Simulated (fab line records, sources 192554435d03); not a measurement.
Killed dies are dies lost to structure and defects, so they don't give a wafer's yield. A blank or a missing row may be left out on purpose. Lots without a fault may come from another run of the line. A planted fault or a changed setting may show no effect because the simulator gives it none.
fab line records | flow n5_finfet
record lots=10 wafers=27 last_day=18
route steps=1938 shown SD_EPI_P@314 BEOL_M4@1090 PASSIVATION@1936
lots that met no fault: from a run of the same line without faults
start_h: hours from the record's first day to the start of the lot's first wafer shown | wait_h: hours since the lot's step before | " the same as in the row above | L1.1+2: a row that stands for several wafers | - no value, or no start given | * or withheld: withheld | < > ~ a bound
route shown NAME@n: a module of which the file shows steps, and the number in the route of the first | usual: mean/standard deviation of fault-free wafers | same: alike in all rows | chamber/n: place in a boat | sites: the reading at each site | _std_site: their standard deviation | _edge_site: outer sites' mean less inner sites' | radius_mm: how far each site lies from the wafer's centre | mask NAME#n: copy n | behind: the tool/chamber that last shaped the wafer | hold: why the lot was held/for how many hours/how that ended | device: the transistor (n, p or np) that didn't switch | end of line: the same wafers' tests at the end of the route | a step without rows: its recipe alone | killed: dies lost to structure and defects at the first sort, not the wafer's yield | map: a wafer's dies, x killed, . not, _ none there
set.NAME: the setting as run; set.NAME@STEP: as run at that earlier step | model.NAME: the simulator's own value behind a step, which no gauge read
steps of the route over a sample of lots; a table a step, a row a wafer
services: from which hour (start_h, from the record's first day; less than 0 if before it) a tool's chamber was out of use, for how many hours, and why
## steps
# step N5_SD_EPI_P_SD_RECESS_17
# recipe chemistry=HBr/Cl2/O2 target_depth_a=391 bt_time_s=3 pressure_mtorr=10 icp_w=800 bias_w=112 HBr_flow_sccm=150 Cl2_flow_sccm=80 O2_flow_sccm=12
# usual drypump_motor_current_A=5.7/0.35 oes_o_777_au=0.994/0.012 oes_product_au=0.990/0.012 throttle_valve_pct=37.02/0.25
# columns lot.wafer tool chamber start_h wait_h drypump_motor_current_A oes_o_777_au oes_product_au rf_hours_counter_h throttle_valve_pct
L149.1 rie_si-03 0 60.76 0.0 6.0 1.002 1.001 134 37.06
L149.4 " 3 " " 5.2 0.990 0.991 107 36.69
L149.5 " 3 " " 5.2 0.995 0.985 - 36.68
L150.3 rie_si-06 0 62.85 0.0 5.4 0.995 0.978 141 36.70
L150.5 " 1 " " 6.0 0.990 0.975 - 36.80
L150.6 " 2 " " 5.1 0.983 0.981 - 37.28
L153.1 rie_si-06 1 79.96 0.0 6.0 0.994 0.983 139 36.80
L153.4 " 3 " " 5.5 1.006 0.994 119 37.30
L154.4 rie_si-06 2 90.38 0.0 5.2 0.986 0.983 151 37.29
L154.6 " 3 " " 5.5 1.011 0.996 - 37.29
L156.1 rie_si-06 3 99.78 0.0 5.5 0.996 1.001 120 37.31
L156.4 " 2 " " 5.2 0.988 0.982 151 37.27
L161.1 rie_si-04 2 127.23 0.0 5.7 0.979 0.975 55 37.14
L161.3 " 3 " " 6.4 0.984 0.993 110 36.81
L161.4 " 0 " " 5.6 1.001 0.989 137 36.91
L166.1 rie_si-06 2 158.72 0.0 5.2 0.983 0.981 153 37.29
L166.4 " 0 " " 5.4 0.985 0.975 142 36.69
L166.5 " 1 " " 6.0 0.991 0.990 - 36.79
L167.1 rie_si-06 1 163.00 0.0 6.0 1.000 0.982 140 36.80
L167.4 " 3 " " 5.6 1.008 1.002 121 37.30
L167.5 " 0 " " 5.4 0.991 0.984 - 36.69
L168.1 rie_si-06 1 171.47 0.0 6.0 0.987 0.994 140 36.81
L168.4 " 3 " " 5.5 1.003 1.004 121 37.30
L168.6 " 3 " " 5.5 1.007 1.000 - 37.28
L172.2 rie_si-06 0 195.38 0.0 5.5 0.984 0.981 143 36.67
L172.4 " 3 " " 5.6 0.999 1.001 122 37.31
L172.6 " 0 " " 5.5 0.984 0.982 - 36.67
# step N5_BEOL_M4_SPUTTER_86
# recipe material=Cu target_thk_a=45 temp_c=-20 chamber_pressure_pa=0.07 power_w=withheld time_s=8.29
# usual chuck_sensor_temp_C=-16.1/0.46 susceptor_temp_C=-19.99/0.11 throttle_valve_pct=29.5/0.75
# columns lot.wafer tool chamber start_h wait_h chuck_sensor_temp_C susceptor_temp_C throttle_valve_pct
L149.1 pvd_sputter-01 - 168.08 0.1 -16.1 -19.87 29.9
L149.4 " - " " -16.9 -20.07 28.8
L149.5 " - " " -15.9 -19.89 29.7
L150.3 pvd_sputter-02 - 200.81 0.1 -16.3 -19.93 28.2
L150.5 " - " " -16.5 -19.77 28.1
L150.6 " - " " -16.4 -20.01 30.4
L153.1 pvd_sputter-01 - 206.77 0.1 -16.0 -20.02 29.8
L153.4 " - " " -16.7 -19.91 29.8
L154.4 pvd_sputter-03 - 229.15 0.1 -15.7 -20.02 29.9
L154.6 " - " " -16.8 -19.99 28.6
L156.1 pvd_sputter-02 - 232.29 0.1 -15.5 -20.05 29.6
L156.4 " - " " -16.4 -20.16 27.9
L161.1 pvd_sputter-03 - 266.59 0.1 -15.6 -19.88 29.9
L161.3 " - " " -16.1 -20.08 30.2
L161.4 " - " " -16.5 -19.81 28.7
L166.1 pvd_sputter-01 - 297.44 0.1 -16.0 -19.93 29.9
L166.4 " - " " -16.0 -20.11 30.6
L166.5 " - " " -15.9 -19.95 30.7
L167.1 pvd_sputter-02 - 297.55 0.1 -15.8 -19.90 29.4
L167.4 " - " " -16.7 -20.14 30.3
L167.5 " - " " -15.4 -19.95 29.5
L168.1 pvd_sputter-03 - 298.21 0.1 -16.2 -20.11 30.4
L168.4 " - " " -16.8 -19.97 28.8
L168.6 " - " " -15.7 -20.05 29.7
L172.2 pvd_sputter-02 - 329.46 0.1 -16.7 -20.00 30.3
L172.4 " - " " -15.5 -20.02 29.5
L172.6 " - " " -15.7 -19.91 29.4
# step N5_BEOL_M4_SPUTTER_88
# recipe material=Cu target_thk_a=45 temp_c=-20 chamber_pressure_pa=0.07 power_w=withheld time_s=8.29
# usual chuck_sensor_temp_C=-16.1/0.45 susceptor_temp_C=-20.00/0.096 throttle_valve_pct=29.5/0.77
# columns lot.wafer tool chamber start_h wait_h chuck_sensor_temp_C susceptor_temp_C throttle_valve_pct
L149.1 pvd_sputter-01 - 168.30 0.1 -15.9 -20.14 30.0
L149.4 " - " " -16.8 -19.92 28.7
L149.5 " - " " -15.9 -19.88 29.8
L150.3 pvd_sputter-02 - 201.03 0.1 -16.4 -19.91 28.2
L150.5 " - " " -16.5 -19.81 28.0
L150.6 " - " " -16.7 -20.06 30.5
L153.1 pvd_sputter-01 - 206.99 0.1 -15.9 -20.03 29.7
L153.4 " - " " -16.6 -20.03 29.7
L154.4 pvd_sputter-03 - 229.37 0.1 -15.5 -20.05 30.1
L154.6 " - " " -16.6 -19.89 28.6
L156.1 pvd_sputter-02 - 232.51 0.1 -15.6 -19.94 29.9
L156.4 " - " " -16.4 -19.94 27.9
L161.1 pvd_sputter-03 - 266.81 0.1 -15.6 -20.10 29.8
L161.3 " - " " -16.2 -19.97 30.3
L161.4 " - " " -16.6 -19.96 28.5
L166.1 pvd_sputter-01 - 297.66 0.1 -15.9 -20.08 29.8
L166.4 " - " " -16.1 -19.93 30.4
L166.5 " - " " -16.0 -19.94 30.6
L167.1 pvd_sputter-02 - 297.77 0.1 -15.9 -20.07 29.2
L167.4 " - " " -16.6 -20.05 30.3
L167.5 " - " " -15.4 -19.89 29.8
L168.1 pvd_sputter-03 - 298.43 0.1 -16.0 -19.95 29.9
L168.4 " - " " -16.7 -20.03 28.8
L168.6 " - " " -15.5 -19.99 30.0
L172.2 pvd_sputter-02 - 329.68 0.1 -16.6 -19.98 30.3
L172.4 " - " " -15.5 -19.90 29.6
L172.6 " - " " -15.9 -19.80 29.5
# step N5_BEOL_M4_ANNEAL_51
# recipe temp_c=225 time_s=90 ambient=N2
# usual wafer_temp_C_max=225.97/0.28
# columns lot.wafer tool chamber start_h wait_h wafer_temp_C_max
L149.1 rtp_anneal-01 0 169.40 0.1 225.69
L149.4 " 0 " " 225.82
L149.5 " 0 " " 226.01
L150.3 rtp_anneal-01 0 202.24 0.2 225.89
L150.5 " 0 " " 226.08
L150.6 " 0 " " 226.10
L153.1 rtp_anneal-01 0 208.08 0.1 225.55
L153.4 " 0 " " 225.40
L154.4 rtp_anneal-02 0 230.58 0.2 226.26
L154.6 " 0 " " 226.21
L156.1 rtp_anneal-01 0 233.59 0.1 225.76
L156.4 " 0 " " 225.93
L161.1 rtp_anneal-01 0 268.50 0.3 225.93
L161.3 " 0 " " 225.74
L161.4 " 0 " " 225.54
L166.1 rtp_anneal-02 0 298.74 0.1 226.51
L166.4 " 0 " " 226.18
L166.5 " 0 " " 226.27
L167.1 rtp_anneal-01 0 298.85 0.1 226.18
L167.4 " 0 " " 226.16
L167.5 " 0 " " 225.99
L168.1 rtp_anneal-01 0 299.50 0.1 225.74
L168.4 " 0 " " 226.37
L168.6 " 0 " " 225.84
L172.2 rtp_anneal-02 0 330.80 0.1 226.15
L172.4 " 0 " " 226.18
L172.6 " 0 " " 226.73
# step N5_BEOL_M4_RC_MEAS_101
# usual DIBL_N=36.3/1.2 DIBL_P=36.3/1.4 IOFF_N=0.157/0.02 IOFF_P=0.22/0.033 IOFF_P_85C=3.7/0.47 IOFF_P_LIN=0.103/0.013 ION_N=675/9.6 ION_P=465/8.2 SS_N=71.4/0.45 SS_P=73.3/0.54 VT_N=249.8/2.5 VT_P=-249/3.2 VT_P_LVT=-98.3/2.7
# columns lot.wafer tool chamber start_h wait_h DIBL_N[mV/V] DIBL_P[mV/V] IOFF_N[nA/um] IOFF_P[nA/um] IOFF_P_85C[nA/um] IOFF_P_LIN[nA/um] ION_N[uA/um] ION_P[uA/um] SS_N[mV/dec] SS_P[mV/dec] VT_N[mV] VT_P[mV] VT_P_LVT[mV]
L149.1 prober-01 0 170.35 0.0 37.2 38.5 0.169 0.23 3.8 0.105 681 466 71.4 72.8 246.2 -249 -98.8
L149.4 " 0 " " 36.6 37.3 0.150 0.21 3.6 0.099 676 467 71.6 72.7 249.8 -251 -99.5
L149.5 " 0 " " 35.3 36.4 0.137 0.20 3.4 0.094 661 457 71.5 73.0 251.9 -252 -101.0
L150.3 prober-02 0 203.36 0.3 36.7 37.4 0.161 0.24 4.0 0.111 684 475 72.0 73.4 247.5 -247 -96.1
L150.5 " 0 " " 37.9 38.7 0.190 0.26 4.3 0.117 687 467 71.9 74.0 248.9 -249 -95.2
L150.6 " 0 " " 36.8 37.3 0.162 0.23 4.0 0.107 678 468 71.4 74.3 249.6 -249 -97.4
L153.1 prober-01 0 209.08 0.0 36.7 43.8 0.185 0.63 9.3 0.168 695 497 72.2 78.3 247.5 -242 -87.4
L153.4 " 0 " " 36.6 36.2 0.163 0.23 4.0 0.108 679 466 71.9 72.6 250.2 -249 -96.6
L154.4 prober-02 0 231.82 0.5 37.8 38.3 0.186 0.24 4.0 0.109 679 472 72.5 73.4 248.3 -250 -97.3
L154.6 " 0 " " 36.0 46.7 0.139 0.90 12.2 0.144 670 487 71.3 82.6 251.5 -245 -92.3
L156.1 prober-02 0 234.49 0.0 37.6 49.1 0.184 1.08 14.7 0.166 686 494 71.3 83.4 244.6 -240 -89.2
L156.4 " 0 " " 36.7 35.6 0.156 0.19 3.5 0.096 676 457 71.0 73.4 248.9 -249 -97.5
L161.1 prober-01 0 269.43 0.0 37.2 37.3 0.182 0.25 4.3 0.118 680 475 71.3 73.5 248.5 -246 -96.2
L161.3 " 0 " " 35.8 36.4 0.173 0.24 4.0 0.113 680 472 71.3 73.9 249.2 -245 -97.1
L161.4 " 0 " " 36.2 36.6 0.173 0.23 3.9 0.110 677 465 71.1 72.8 247.7 -246 -97.5
L166.1 prober-02 0 299.64 0.0 35.0 35.0 0.143 0.25 4.1 0.116 674 464 72.2 73.6 251.8 -248 -96.0
L166.4 " 0 " " 35.3 35.0 0.149 0.23 3.9 0.111 677 472 71.7 73.6 252.1 -247 -95.4
L166.5 " 0 " " 34.5 33.3 0.137 0.21 3.6 0.104 687 473 71.4 73.2 250.9 -248 -97.5
L167.1 prober-01 0 299.75 0.0 35.0 33.2 0.123 0.15 2.8 0.076 654 443 70.7 73.8 256.3 -256 -105.2
L167.4 " 0 " " 35.9 34.8 0.141 0.17 3.2 0.082 665 450 71.5 73.9 254.5 -258 -104.7
L167.5 " 0 " " 35.8 34.6 0.130 0.17 3.1 0.081 650 442 71.2 73.9 257.1 -256 -104.1
L168.1 prober-02 0 300.57 0.2 35.0 35.5 0.126 0.18 3.2 0.090 653 459 70.5 72.8 254.0 -251 -102.2
L168.4 " 0 " " 35.4 36.4 0.127 0.19 3.5 0.096 661 460 71.3 73.2 254.7 -251 -100.4
L168.6 " 0 " " 34.6 35.6 0.115 0.18 3.3 0.091 658 459 70.8 73.1 254.7 -252 -101.0
L172.2 prober-02 0 331.82 0.2 38.2 39.2 0.187 0.29 4.8 0.133 688 471 71.6 74.1 249.0 -242 -93.8
L172.4 " 0 " " 34.8 34.9 0.119 0.20 3.6 0.103 665 470 70.4 72.6 251.8 -248 -98.1
L172.6 " 0 " " 39.5 40.7 0.208 0.34 5.5 0.147 685 478 71.7 74.1 247.2 -243 -92.7
# step N5_PASSIVATION_PROBE_49
# usual defect_limited_yield=91.1/1.4 killed_at_M0_to_M3=33/10 killed_at_M4_up=15/5.8 killed_at_contacts=13/5.9 killed_at_front_end=39/11 killed_at_other=4/3.6 killed_dies=105/16 killed_open=68/11 killed_short=34/7.8 sort_bin_4_leakage=0/0 sort_bin_5_function=5.2/0.88 sort_bin_6_memory=3.3/0.61 sort_n_pass=1075/16 sort_yield_pct=91.1/1.4
# same gross_dies=1180 killed_at_back_side=0 sort_bin_8_speed[%]=0
# columns lot.wafer tool chamber start_h wait_h defect_limited_yield[%] killed_at_M0_to_M3 killed_at_M4_up killed_at_contacts killed_at_front_end killed_at_other killed_dies killed_open killed_short sort_bin_4_leakage[%] sort_bin_5_function[%] sort_bin_6_memory[%] sort_n_pass sort_yield_pct[%]
L153.1 prober-01 - 300.80 0.0 91.3 24 14 17 36 12 103 67 33 34.75 6.4 2.1 667 56.5
L153.4 prober-01 - 300.95 0.2 92.1 32 17 11 31 2 93 68 25 0 5.6 1.7 1087 92.1
L150.3 prober-01 - 309.37 0.3 92.5 29 20 13 25 1 88 67 19 0 4.3 3.1 1092 92.5
L150.5 prober-01 - 309.47 0.4 91.4 30 8 18 42 4 102 69 28 0 4.9 3.2 1078 91.4
L150.6 prober-01 - 309.52 0.4 91.4 37 15 14 34 2 102 57 37 0 5.1 2.7 1078 91.4
L154.4 prober-01 - 340.80 0.2 90.7 30 10 15 49 6 110 70 38 0 5.7 3.2 1070 90.7
L154.6 prober-01 - 340.90 0.3 89.6 35 19 17 46 6 123 87 33 86.02 6.1 4.0 42 3.6
L156.1 prober-01 - 347.40 0.0 91.9 30 6 15 41 4 96 59 32 91.53 4.4 3.4 4 0.3
L156.4 prober-01 - 347.55 0.2 89.1 59 6 7 55 2 129 69 54 0 5.4 4.2 1051 89.1
L161.1 prober-02 - 371.76 0.0 90.5 42 8 14 33 15 112 64 45 0 5.5 3.5 1068 90.5
L161.3 prober-02 - 371.86 0.1 90.3 33 17 10 47 7 114 74 36 0 5.4 3.7 1066 90.3
L161.4 prober-02 - 371.91 0.2 89.0 51 17 8 46 8 130 82 47 0 6.5 4.2 1050 89.0
L167.1 prober-02 - 402.30 0.0 93.6 23 9 18 26 0 76 58 18 0 3.8 2.5 1104 93.6
L167.4 prober-02 - 402.45 0.2 92.6 21 18 12 34 2 87 52 32 0 3.9 3.2 1093 92.6
L167.5 prober-02 - 402.50 0.2 91.9 20 18 24 34 0 96 58 36 0 5.1 2.5 1084 91.9
# killed by level:class
L153.1 MOL_CONTACT_COAG:geometric_particle:open=13 BEOL_M2:geometric_particle:open=7 FIN_SAQP:geometric_particle:open=6 STARTING-WAFER:geometric_particle:open=6 STI_FIN_REVEAL:geometric_particle:open=5 FIN_SAQP:geometric_particle:short=4 GATE_CUT:geometric_particle:short=4 BEOL_M0_SAQP:geometric_particle:open=4
L153.4 MOL_CONTACT_COAG:geometric_particle:open=11 FIN_SAQP:geometric_particle:open=8 BEOL_M0_SAQP:geometric_particle:open=7 BEOL_M1:geometric_particle:open=7 BEOL_M0_SAQP:geometric_particle:short=6 BEOL_M4:geometric_particle:open=6 STARTING-WAFER:geometric_particle:short=5 STARTING-WAFER:geometric_particle:open=5
L150.3 MOL_CONTACT_COAG:geometric_particle:open=12 BEOL_M4:geometric_particle:open=11 BEOL_M0:geometric_particle:open=9 BEOL_M1:geometric_particle:open=7 STI_FIN_REVEAL:geometric_particle:open=6 BEOL_M5:geometric_particle:open=5 ILD0:geometric_particle:open=4 BEOL_M0_SAQP:geometric_particle:short=4
L150.5 MOL_CONTACT_COAG:geometric_particle:open=16 FIN_SAQP:geometric_particle:open=7 BEOL_M1:geometric_particle:open=7 GATE_CUT:geometric_particle:open=5 BEOL_M0_SAQP:geometric_particle:short=5 FIN_SAQP:geometric_particle:short=4 DUMMY_GATE:geometric_particle:open=4 ILD0:geometric_particle:short=4
L150.6 MOL_CONTACT_COAG:geometric_particle:open=9 BEOL_M2:geometric_particle:open=7 BEOL_M0_SAQP:geometric_particle:open=6 BEOL_M1:geometric_particle:open=6 BEOL_M0_SAQP:geometric_particle:short=5 MOL_CONTACT_COAG:geometric_particle:short=5 FIN_SAQP:geometric_particle:short=4 FIN_SAQP:geometric_particle:open=4
L154.4 FIN_SAQP:geometric_particle:open=13 FIN_SAQP:geometric_particle:short=9 MOL_CONTACT_COAG:geometric_particle:open=9 BEOL_M2:geometric_particle:open=7 BEOL_M3:geometric_particle:open=7 STI_FIN_REVEAL:geometric_particle:open=5 DUMMY_GATE:geometric_particle:open=5 MOL_CONTACT_COAG:geometric_particle:short=5
L154.6 MOL_CONTACT_COAG:geometric_particle:open=12 GATE_CUT:geometric_particle:short=10 FIN_SAQP:geometric_particle:open=8 BEOL_M5:geometric_particle:open=8 BEOL_M3:geometric_particle:open=7 STI_FIN_REVEAL:geometric_particle:open=6 BEOL_M0_SAQP:geometric_particle:open=6 MOL_CONTACT_COAG:geometric_particle:short=5
L156.1 STI_FIN_REVEAL:geometric_particle:open=12 MOL_CONTACT_COAG:geometric_particle:open=11 FIN_SAQP:geometric_particle:short=9 BEOL_M0_SAQP:geometric_particle:open=9 BEOL_M3:geometric_particle:open=7 GATE_CUT:geometric_particle:short=5 BEOL_M1:geometric_particle:open=4 MOL_CONTACT_COAG:geometric_particle:short=4
L156.4 GATE_CUT:geometric_particle:short=18 BEOL_M0_SAQP:geometric_particle:open=16 BEOL_M0_SAQP:geometric_particle:short=13 STI_FIN_REVEAL:geometric_particle:open=10 BEOL_M1:geometric_particle:open=10 FIN_SAQP:geometric_particle:short=9 FIN_SAQP:geometric_particle:open=7 BEOL_M3:geometric_particle:open=7
L161.1 MOL_CONTACT_COAG:geometric_particle:open=11 BEOL_M0_SAQP:geometric_particle:short=10 FIN_SAQP:geometric_particle:open=8 BEOL_M3:geometric_particle:open=8 BEOL_M0_SAQP:geometric_particle:open=6 BEOL_M3:geometric_particle:short=6 FIN_SAQP:geometric_particle:short=5 STARTING-WAFER:geometric_particle:short=5
L161.3 FIN_SAQP:geometric_particle:open=16 FIN_SAQP:geometric_particle:short=7 BEOL_M0_SAQP:geometric_particle:open=7 BEOL_M0_SAQP:geometric_particle:short=7 BEOL_M3:geometric_particle:open=7 STI_FIN_REVEAL:geometric_particle:open=6 MOL_CONTACT_COAG:geometric_particle:open=6 DUMMY_GATE:geometric_particle:open=5
L161.4 FIN_SAQP:geometric_particle:short=15 BEOL_M3:geometric_particle:open=13 BEOL_M0_SAQP:geometric_particle:short=13 BEOL_M0_SAQP:geometric_particle:open=13 FIN_SAQP:geometric_particle:open=10 MOL_CONTACT_COAG:geometric_particle:open=8 DUMMY_GATE:geometric_particle:open=6 PAD_METAL:geometric_particle:open=4
L167.1 MOL_CONTACT_COAG:geometric_particle:open=16 STI_FIN_REVEAL:geometric_particle:open=10 BEOL_M4:geometric_particle:open=5 BEOL_M0_SAQP:geometric_particle:open=5 BEOL_M2:geometric_particle:open=5 DUMMY_GATE:geometric_particle:open=4 GATE_CUT:geometric_particle:short=4 BEOL_M0_SAQP:geometric_particle:short=3
L167.4 FIN_SAQP:geometric_particle:short=11 STI_FIN_REVEAL:geometric_particle:open=9 FIN_SAQP:geometric_particle:open=7 MOL_CONTACT_COAG:geometric_particle:open=7 BEOL_M4:geometric_particle:open=6 BEOL_M1:geometric_particle:open=5 MOL_CONTACT_COAG:geometric_particle:short=5 BEOL_M0_SAQP:geometric_particle:open=5
L167.5 MOL_CONTACT_COAG:geometric_particle:open=19 STI_FIN_REVEAL:geometric_particle:open=10 BEOL_M4:geometric_particle:short=9 FIN_SAQP:geometric_particle:short=8 GATE_CUT:geometric_particle:short=5 MOL_CONTACT_COAG:geometric_particle:short=5 BEOL_M0_SAQP:geometric_particle:open=5 BEOL_M0_SAQP:geometric_particle:short=4
## services
# columns tool chamber start_h hours kind
rie_si-06 - 40.69 0.7 repair
pvd_sputter-02 - 72.75 1.6 repair
pvd_sputter-02 - 77.78 1.6 repair
pvd_sputter-02 - 105.07 4.9 repair
pvd_sputter-01 - 107.19 4.0 repair
rie_si-04 3 148.11 34.1 repair
rie_si-03 2 158.56 4.0 repair
pvd_sputter-03 - 161.93 6.6 repair
rie_si-04 1 171.52 1.6 repair
pvd_sputter-02 - 185.64 12.6 repair
rie_si-03 0 204.71 4.4 repair
rie_si-06 3 227.95 20.4 repair
rie_si-06 2 228.45 2.3 repair
rie_si-03 2 241.47 - clean
rie_si-03 2 241.47 14.1 scheduled_down
rie_si-03 2 241.47 14.1 vent_cycle
rie_si-04 3 264.02 7.3 repair
rie_si-06 2 282.43 6.2 repair
rie_si-03 - 286.25 0.3 repair
rie_si-06 - 289.25 1.8 repair
rie_si-03 - 301.54 2.8 pm
rie_si-04 0 313.65 1.1 repair
## key
first_sign step=N5_BEOL_M4_RC_MEAS_101 reading=IOFF_P direction=up sigmas=20 usual=0.22 struck=0.87
effect step=N5_BEOL_M4_RC_MEAS_101 reading=IOFF_P_85C direction=up sigmas=18 usual=3.7 struck=12.0
effect step=N5_BEOL_M4_RC_MEAS_101 reading=SS_P direction=up sigmas=15 usual=73.3 struck=81.4
effect step=N5_BEOL_M4_RC_MEAS_101 reading=DIBL_P direction=up sigmas=7.5 usual=36.3 struck=46.5
effect step=N5_BEOL_M4_RC_MEAS_101 reading=IOFF_P_LIN direction=up sigmas=4.2 usual=0.103 struck=0.159
effect step=N5_BEOL_M4_RC_MEAS_101 reading=ION_P direction=up sigmas=3.5 usual=465 struck=493
effect step=N5_BEOL_M4_RC_MEAS_101 reading=VT_P_LVT direction=up sigmas=3.3 usual=-98.3 struck=-89.6
effect step=N5_BEOL_M4_RC_MEAS_101 reading=VT_P direction=up sigmas=2.3 usual=-249 struck=-242
effect step=N5_PASSIVATION_PROBE_49 reading=sort_bin_4_leakage direction=up sigmas=99+ usual=0 struck=70.76
met_at N5_SD_EPI_P_SD_RECESS_17
struck_lots L153,L154,L156
struck_wafers L153.1,L154.6,L156.1
not_acting_at N5_BEOL_M4_SPUTTER_86,N5_BEOL_M4_SPUTTER_88,N5_BEOL_M4_ANNEAL_51
onset_between 62.85 79.96
fault kind=process_parameter_drift tool=rie_si-06 chamber=- onset_h=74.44 steps=N5_SD_EPI_P_SD_RECESS_17 channel=target_depth_a offset=89.422 shape=step end_h=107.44 scope=struck_wafers_only acts_in=these_recipes_only stated=391
